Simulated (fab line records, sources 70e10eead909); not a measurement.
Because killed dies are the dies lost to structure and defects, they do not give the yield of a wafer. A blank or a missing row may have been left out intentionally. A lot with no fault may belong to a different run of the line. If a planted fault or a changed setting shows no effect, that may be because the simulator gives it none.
Comparing a struck lot with a sound one ; flow nand-harc ; 15 out of 1159 route steps
Sound: wafers L841.4, L841.5, L841.6. Struck: wafer L845.3. (L845.2, L845.4 of the same lot were not struck and are left out.) The cause comes at the end.
At each step with rows: each side's tool, then ch and its chambers, then its first start. Under that, the readings that differ: sound wafers ; struck wafers ; difference of the means ; sigmas: that difference in standard deviations of wafers without a fault.
alike: words and numbers the same on both sides, and readings whose means are apart by under 2 such deviations; not compared: readings that were withheld, readings missing a value for some wafer, numbers with overlapping values and no deviation given by the record, and bounds like >300 which may hide the same value.
Wherever a step has rows on one side only, a row that says differs or no value, or a row with sigmas, the two part there. Numbers that have no deviation but don't overlap get no sigmas and don't part them. A reading missing from all wafers of one side parts the sides only when that side holds two or more wafers.

first, 8 steps without rows for these wafers: NHARC_A_CONTACT_COAT_61 (time 75 s); NHARC_A_CONTACT_COAT_62 (time 65 s); NHARC_A_CONTACT_COAT_63 (resist thk 90 nm); NHARC_A_CONTACT_SOFTBAKE_64 (time 55 s); NHARC_A_CONTACT_EBR_65; NHARC_A_CONTACT_EXPOSE_66 (exposes mask A CC 2); NHARC_A_CONTACT_PEB_67 (peb time 65 s); NHARC_A_CONTACT_DEVELOP_68 (develop time 35 s).
NHARC_A_CONTACT_CD_MEAS_69: the cd target is 200 nm.
  sound on cd-sem-03 ch 0, day 17 08:29; struck on cd-sem-02 ch 0, day 18 20:08
  alike: cd-nm
NHARC_A_CONTACT_OVL_MEAS_70:
  sound on overlay-02 at day 17 08:34; struck on overlay-02 at day 18 20:14
  alike: overlay-x-nm, overlay-y-nm
NHARC_A_CONTACT_INSPECT_71:
  sound on defect-inspect-02 at day 17 08:36; struck on defect-inspect-02 at day 18 20:16
  alike: raw-defect-count
NHARC_A_CONTACT_DESCUM_74: chemistry O2, time 3 s.
  sound on rie-diel-01 ch 1,2, day 17 08:40; struck on rie-diel-01 ch 0, day 18 20:24
reading;sound;struck;difference;sigmas
chamber-pressure-mTorr (mTorr);60.06 60.08 59.97;59.91;-0.13;-2
  alike: drypump-motor-current-A, oes-product-au, rf-vpp-V, showerhead-plenum-p-Torr, throttle-valve-pct
  not compared: rf-hours-counter-h
NHARC_A_CONTACT_ETCH_75: etches the open film in CF4, target depth 39 nm, time 65 s.
  sound on rie-diel-01 ch 0,2,3, day 17 08:46; struck on rie-diel-01 ch 0, day 18 20:30
reading;sound;struck;difference;sigmas
oes-product-au (a.u.);1.005 1.005 0.983;0.812;-0.186;-24
  alike: bias-w, chamber-pressure-mTorr, drypump-motor-current-A, rf-vpp-V, showerhead-plenum-p-Torr, throttle-valve-pct
  not compared: rf-hours-counter-h
NHARC_A_CONTACT_ETCH_76: etches the open film in N2/H2, target depth 260 nm, time 475.3 s.
  sound: rie-diel-01 ch 2,3; struck: rie-diel-01 ch 0
  alike: bias-w, chamber-pressure-mTorr, drypump-motor-current-A, oes-product-au, rf-vpp-V, showerhead-plenum-p-Torr, throttle-valve-pct
  not compared: rf-hours-counter-h
-- the record jumps here: 2 days lie between the struck wafers' starts before and after (it left off in module A_CONTACT and takes up again in module END, whose first step shown is number 1159 of the route) --
NHARC_END_SORT_01:
  the record has rows for the struck wafers here (prober-01 ch 0, day 21 07:45) and none for the sound ones

## WHERE THEY PART
At NHARC_A_CONTACT_DESCUM_74 first; at NHARC_END_SORT_01 last (within this record only).

WHY: what the simulator had put in
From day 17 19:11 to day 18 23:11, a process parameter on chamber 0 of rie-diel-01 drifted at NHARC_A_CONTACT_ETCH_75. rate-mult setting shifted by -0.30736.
